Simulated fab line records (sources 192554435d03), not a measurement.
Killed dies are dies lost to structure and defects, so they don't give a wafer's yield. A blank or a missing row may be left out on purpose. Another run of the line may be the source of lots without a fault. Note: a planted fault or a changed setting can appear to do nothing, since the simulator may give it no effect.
Struck lot and sound lot, side by side    flow n5-finfet    37 out of 1938 route steps
Sound: wafers L515.1, L515.4, L515.6. Wafers L502.1, L502.3, L502.4 were the ones struck. The cause is given at the end.
Order at every step that has rows: each side's tool, ch and its chambers, its first start. Under that, the readings that differ: sound wafers    struck wafers    difference of the means    sigmas: that difference in standard deviations of wafers without a fault.
alike: readings with means less than 2 such deviations apart, plus words and numbers identical on both sides. not compared: withheld readings, readings lacking a value on some wafer, bounds such as >300 that could conceal the same value, and numbers that have no deviation in the record and whose values overlap.
Wherever a step has rows on one side only, a row that says differs or no value, or a row with sigmas, the two part there. Numbers that have no deviation but don't overlap get no sigmas and don't part them. A reading missing from all wafers of one side parts the sides only when that side holds two or more wafers.

first, 9 steps without rows for these wafers: N5_BEOL_M4_ANNEAL_95 (time 240 s); N5_BEOL_M4_SPUTTER_96 (material Cu, target thk 4.5 nm, time 8.29 s); N5_BEOL_M4_ECD_50 (material Cu, target thk 300 nm); N5_BEOL_M4_ANNEAL_51 (time 90 s); N5_BEOL_M4_CMP_52 (polishes, stops on SiOC, t overpolish 6.8 s, target thk 40 nm); N5_BEOL_M4_PRE_CLEAN_60 (time 15 s); N5_BEOL_M4_CO_CAP_55 (material Co, precursor CCTBA/H2, target thk 2 nm, time 102.1 s); N5_BEOL_M4_PRE_CLEAN_56 (time 15 s); N5_BEOL_M4_DEP_57 (deposits SiCN from 3MS/NH3, target thk 8 nm, time 14 s).
N5_BEOL_M4_RC_MEAS_101:
  sound on prober-01 ch 0, day 17 18:34; struck on prober-02 ch 0, day 12 21:00
  alike: DIBL_N, DIBL_P, IOFF_N, IOFF_P, ION_N, ION_P, SS_N, SS_P, VT_N, VT_P
then, 24 steps without rows for these wafers: N5_BEOL_M5_ILD_DEP_00 (deposits SiCOH lowk from DEMS/porogen, target thk 140.64 nm, time 25.9 s); N5_BEOL_M5_CURE_79 (cures SiCOH lowk, time 240 s); N5_BEOL_M5_PECVD_70 (deposits SiO2 from TEOS/O2, target thk 16 nm, time 18 s); N5_BEOL_M5_HM_DEP_02 (deposits TiN, target thk 20 nm); N5_BEOL_M5_COAT_59 (time 60 s, resist thk 60 nm); N5_BEOL_M5_COAT_60 (time 60 s, resist thk 12 nm); N5_BEOL_M5_COAT_71 (time 60 s, resist thk 5 nm); N5_BEOL_M5_COAT_05 (resist thk 30 nm); N5_BEOL_M5_EBR_07; N5_BEOL_M5_SOFTBAKE_06 (time 60 s); N5_BEOL_M5_EXPOSE_08 (exposes mask M5, target cd 28 nm); N5_BEOL_M5_PEB_09 (peb time 60 s); N5_BEOL_M5_DEVELOP_10 (develop time 30 s); N5_BEOL_M5_DESCUM_16 (chemistry O2, time 7 s); N5_BEOL_M5_ETCH_72 (etches underlayer in N2/H2, target depth 6.5 nm, time 5.2 s); N5_BEOL_M5_ETCH_61 (etches SiARC in CF4, target depth 15.6 nm, time 26 s); N5_BEOL_M5_ETCH_62 (etches SOC in N2/H2, target depth 75 nm, overetch 15 nm, time 112.5 s); N5_BEOL_M5_STRIP_63 (strips in N2/H2); N5_BEOL_M5_STRIP_73 (strips in N2/H2); N5_BEOL_M5_STRIP_64 (strips in CF4); N5_BEOL_M5_HM_OPEN_17 (chemistry Cl2/BCl3, target TiN, target depth 20 nm, overetch 6 nm); N5_BEOL_M5_STRIP_19 (strips in O2); N5_BEOL_M5_COAT_65 (time 60 s, resist thk 60 nm); N5_BEOL_M5_COAT_66 (time 60 s, resist thk 12 nm).
N5_BEOL_M8_STRIP_36: strips in N2/H2.
  sound on rie-diel-01 ch 0,2, day 19 06:49; struck on rie-diel-05 ch 0,1,3, day 14 04:35
  no value came back on the struck wafers for any of 8 readings (bias-power-w (W), chamber-pressure-mTorr (mTorr) and others); on the sound wafers bias-power-w (W) reads 7.007 6.963 6.998
reading                                   sound  struck      difference  sigmas
model.SOC_of_BEOL_M8_COAT_63.thk-nm (nm)  0 0 0  54 54 54.4  +54         
  not compared: rf-hours-counter-h
N5_BEOL_M8_ETCH_41: etches SiCN in CH3F/O2, target depth 31.9 nm, time 57.8 s.
  sound on rie-diel-01 ch 0,2; struck on rie-diel-05 ch 0,1,3, day 14 04:39
reading                                   sound  struck        difference  sigmas
model.SOC_of_BEOL_M8_COAT_63.thk-nm (nm)  0 0 0  36 36.2 36.6  +36         
  alike: drypump-motor-current-A, oes-product-au, rf-vpp-V, showerhead-plenum-p-Torr, throttle-valve-pct
  not compared: rf-hours-counter-h
-- the record jumps here: 3 days lie between the struck wafers' starts before and after (it left off in module BEOL_M8 and takes up again in module PASSIVATION, whose first step shown is number 1936 of the route) --
N5_PASSIVATION_PROBE_49:
  sound on prober-02, day 22 04:38; struck on prober-02, day 17 08:15
reading                   sound           struck          difference  sigmas
defect-limited-yield (%)  93.1 90.6 91.4  0 0 0           -92         -66
killed_at_M4_up           4 16 20         1082 1087 1091  +1073       +99 or more
killed-at-other           13 7 7          3 2 2           -7          -2
killed-dies               82 111 101      1180 1180 1180  +1082       +64
killed-on-rim             11 12 5         152 152 152     +143        +37
sort_bin_5_function (%)   4.2 5.4 4.6     96.9 96.0 96.1  +91.6       +92
sort-n-pass               1098 1069 1079  0 0 0           -1082       -57
sort-yield-pct (%)        93.1 90.6 91.4  0 0 0           -92         -57
  alike: killed_at_M0_to_M3, killed-at-contacts, killed-at-front-end, killed-open, killed-short, sort_bin_6_memory

WHERE THEY PART
At N5_BEOL_M8_STRIP_36 first; at N5_PASSIVATION_PROBE_49 last (within this record only).

WHY: what had been put in by the simulator
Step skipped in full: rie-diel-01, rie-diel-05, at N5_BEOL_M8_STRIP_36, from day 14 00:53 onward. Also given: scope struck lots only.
